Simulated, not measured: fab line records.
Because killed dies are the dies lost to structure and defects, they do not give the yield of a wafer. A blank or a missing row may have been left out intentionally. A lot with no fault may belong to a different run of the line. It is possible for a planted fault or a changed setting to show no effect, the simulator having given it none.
What tool caused it? | flow nand-harc | 24 lots with 72 wafers sampled at 4 steps, on a route of 1302 steps

## WHAT THE GAUGES SHOWED, per wafer
NHARC_P_BONDPAD_CD_MEAS_13. Usual: cd-nm 499.9 nm, standard deviation 1.4.
lot  | measured     | on        | cd-nm (nm)        | flag
L074 | day 6 14:55  | cd-sem-02 | 499.5 497.2 501.8 |
L076 | day 7 07:37  | cd-sem-01 | 499.6 501.4 501.6 |
L075 | day 7 07:48  | cd-sem-03 | 501.7 497.0 498.6 |
L077 | day 7 17:06  | cd-sem-01 | 498.8 502.1 499.8 |
L078 | day 8 05:46  | cd-sem-02 | 499.5 498.7 498.2 |
L079 | day 8 15:18  | cd-sem-02 | 500.5 499.4 498.8 |
L080 | day 8 23:56  | cd-sem-02 | 499.4 499.6 499.0 |
L082 | day 9 18:31  | cd-sem-01 | 499.9 500.5 500.4 |
L081 | day 9 19:11  | cd-sem-02 | 500.2 500.1 501.2 |
L083 | day 10 09:14 | cd-sem-02 | 500.5 500.2 500.0 |
L084 | day 10 17:36 | cd-sem-01 | 499.7 500.6 500.1 |
L085 | day 11 02:17 | cd-sem-01 | 500.3 498.9 498.6 |
L086 | day 11 12:18 | cd-sem-03 | 501.2 501.4 499.5 |
L087 | day 12 01:31 | cd-sem-03 | 498.3 497.5 497.4 |
L088 | day 12 19:29 | cd-sem-01 | 498.6 500.4 499.8 |
L089 | day 12 20:19 | cd-sem-03 | 501.4 501.4 501.8 |
L090 | day 13 08:46 | cd-sem-03 | 503.0 502.0 503.2 |
L091 | day 13 22:30 | cd-sem-02 | 499.8 500.1 500.2 |
L092 | day 13 23:46 | cd-sem-01 | 499.3 498.9 498.1 |
L093 | day 14 08:11 | cd-sem-03 | 496.3 499.8 500.5 |
L094 | day 14 22:58 | cd-sem-03 | 499.1 500.1 500.9 |
L095 | day 15 10:31 | cd-sem-02 | 501.4 497.8 500.6 |
L096 | day 16 01:46 | cd-sem-03 | 500.7 499.7 501.4 |
L097 | day 16 07:50 | cd-sem-03 | 500.5 499.2 500.1 |

NHARC_A_ONON_D1_THK_MEAS_14: measures by ellipsometry. Usual: thk-nm 1000 nm, standard deviation 8.8.
lot  | measured     | on            | thk-nm (nm)    | flag
L074 | day 7 17:56  | film-metro-02 | 978 980 977    |
L076 | day 8 12:22  | film-metro-02 | 996 995 996    |
L075 | day 8 12:21  | film-metro-01 | 1000 1001 1000 |
L077 | day 9 00:35  | film-metro-02 | 999 1000 998   |
L078 | day 9 11:37  | film-metro-01 | 992 992 993    |
L079 | day 9 18:54  | film-metro-01 | 1016 1014 1015 |
L080 | day 10 03:34 | film-metro-02 | 1010 1010 1010 |
L082 | day 10 22:36 | film-metro-02 | 994 994 995    |
L081 | day 10 22:37 | film-metro-01 | 993 992 994    |
L083 | day 11 14:58 | film-metro-02 | 1009 1009 1008 |
L084 | day 11 21:17 | film-metro-01 | 998 999 998    |
L085 | day 12 06:06 | film-metro-02 | 995 996 997    |
L086 | day 12 15:44 | film-metro-01 | 992 992 992    |
L087 | day 13 05:41 | film-metro-02 | 996 995 996    |
L088 | day 14 00:00 | film-metro-02 | 1002 1003 1002 |
L089 | day 14 00:00 | film-metro-01 | 1000 1000 1000 |
L090 | day 14 16:59 | film-metro-01 | 997 997 996    |
L091 | day 15 03:08 | film-metro-01 | 1007 1007 1007 |
L092 | day 15 03:08 | film-metro-02 | 997 999 998    |
L093 | day 15 13:01 | film-metro-02 | 1019 1018 1018 |
L094 | day 16 07:00 | film-metro-02 | 1000 1002 1001 |
L095 | day 16 15:56 | film-metro-01 | 1017 1017 1016 |
L096 | day 17 08:44 | film-metro-02 | 995 992 993    |
L097 | day 17 12:16 | film-metro-01 | 999 998 998    |

NHARC_A_ONON_D1_THK_MEAS_21: measures by ellipsometry. Usual: thk-nm 1000 nm, standard deviation 9.8.
lot  | measured     | on            | thk-nm (nm)    | flag
L074 | day 8 02:35  | film-metro-01 | 1002 1003 1004 |
L076 | day 8 21:24  | film-metro-01 | 999 998 1000   |
L075 | day 8 21:38  | film-metro-02 | 982 982 982    |
L077 | day 9 11:10  | film-metro-01 | 981 981 981    |
L078 | day 9 21:16  | film-metro-02 | 986 983 984    |
L079 | day 10 03:13 | film-metro-01 | 1015 1017 1017 |
L080 | day 10 12:08 | film-metro-01 | 992 994 995    |
L082 | day 11 10:34 | film-metro-02 | 1013 1012 1013 |
L081 | day 11 10:32 | film-metro-02 | 987 988 986    |
L083 | day 11 23:21 | film-metro-02 | 1009 1010 1009 |
L084 | day 12 09:32 | film-metro-01 | 1006 1008 1006 |
L085 | day 12 14:29 | film-metro-01 | 996 997 998    |
L086 | day 13 00:05 | film-metro-02 | 1011 1010 1009 |
L087 | day 13 15:47 | film-metro-02 | 1001 999 999   |
L088 | day 14 09:28 | film-metro-02 | 999 999 1000   |
L089 | day 14 09:49 | film-metro-01 | 1004 1003 1004 |
L090 | day 15 01:47 | film-metro-01 | 1010 1011 1013 |
L091 | day 15 12:32 | film-metro-02 | 1001 1001 1002 |
L092 | day 15 12:33 | film-metro-01 | 1008 1006 1008 |
L093 | day 16 00:09 | film-metro-02 | 1006 1009 1007 |
L094 | day 16 17:11 | film-metro-01 | 1010 1010 1009 |
L095 | day 17 00:16 | film-metro-01 | 989 989 990    |
L096 | day 17 20:45 | film-metro-02 | 996 997 997    |
L097 | day 17 20:45 | film-metro-01 | 992 991 993    |

## TOOL THAT RAN EACH LOT (tool first, then ch and the chambers of the sampled wafers, then the start)
lot  | NHARC_P_BONDPAD_PVD_17
L074 | pvd-sputter-02, day 7 17:56 or earlier
L076 | pvd-sputter-01, day 8 12:22 or earlier
L075 | pvd-sputter-03, day 8 12:21 or earlier
L077 | pvd-sputter-02, day 9 00:35 or earlier
L078 | pvd-sputter-01, day 9 11:37 or earlier
L079 | pvd-sputter-01, day 9 18:54 or earlier
L080 | pvd-sputter-02, day 10 03:34 or earlier
L082 | pvd-sputter-02, day 10 22:36 or earlier
L081 | pvd-sputter-01, day 10 22:37 or earlier
L083 | pvd-sputter-02, day 11 14:58 or earlier
L084 | pvd-sputter-02, day 11 21:17 or earlier
L085 | pvd-sputter-03, day 12 06:06 or earlier
L086 | pvd-sputter-02, day 12 15:44 or earlier
L087 | pvd-sputter-01, day 13 05:41 or earlier
L088 | pvd-sputter-01, day 14 00:00 or earlier
L089 | pvd-sputter-01, day 14 00:00 or earlier
L090 | pvd-sputter-03, day 14 16:59 or earlier
L091 | pvd-sputter-01, day 15 03:08 or earlier
L092 | pvd-sputter-02, day 15 03:08 or earlier
L093 | pvd-sputter-03, day 15 13:01 or earlier
L094 | pvd-sputter-03, day 16 07:00 or earlier
L095 | pvd-sputter-01, day 16 15:56 or earlier
L096 | pvd-sputter-01, day 17 08:44 or earlier
L097 | pvd-sputter-01, day 17 12:16 or earlier
- NHARC_P_BONDPAD_PVD_17: deposits TaN, target thk 5 nm, time 8.06 s.

## WHAT THE TOOLS THEMSELVES READ (means of the sampled wafers that have a number; where no wafer has one, the mark that the record gives instead)
NHARC_P_BONDPAD_PVD_17. Usual: throttle-valve-pct 30.2 %, standard deviation 0.75.
lot  | tool           | throttle-valve-pct (%) | flag
L074 | pvd-sputter-02 | 30.1                   |
L076 | pvd-sputter-01 | 30.6                   |
L075 | pvd-sputter-03 | 29.2                   |
L077 | pvd-sputter-02 | 29.6                   |
L078 | pvd-sputter-01 | 30.6                   |
L079 | pvd-sputter-01 | 30.2                   |
L080 | pvd-sputter-02 | 29.3                   |
L082 | pvd-sputter-02 | 29.6                   |
L081 | pvd-sputter-01 | 30.4                   |
L083 | pvd-sputter-02 | 29.8                   |
L084 | pvd-sputter-02 | 29.6                   |
L085 | pvd-sputter-03 | 30.8                   |
L086 | pvd-sputter-02 | 29.3                   |
L087 | pvd-sputter-01 | 30.9                   |
L088 | pvd-sputter-01 | 30.8                   |
L089 | pvd-sputter-01 | 30.2                   |
L090 | pvd-sputter-03 | 30.1                   |
L091 | pvd-sputter-01 | 30.8                   |
L092 | pvd-sputter-02 | 29.6                   |
L093 | pvd-sputter-03 | 30.4                   |
L094 | pvd-sputter-03 | 30.1                   |
L095 | pvd-sputter-01 | 30.3                   |
L096 | pvd-sputter-01 | 30.8                   |
L097 | pvd-sputter-01 | 31.2                   |

## THE ANSWER, worked out from the rows above alone
Rule: a lot counts as off when the mean over its wafers that have a number is more than 3 standard deviations away from the usual mean. A lot without any number at a reading at which 4 lots or more have one is off too. The other lots that the step has rows for count as sound. First the gauges in route order, then the tools' own readings, where a lot's mean is used as printed above. At the first step where some lot is off, the reading lying furthest off is the one used; lots without a number count as furthest.
Nothing can be told from this: no lot is off at any reading shown.

## WHAT THE SIMULATOR HAD PUT IN
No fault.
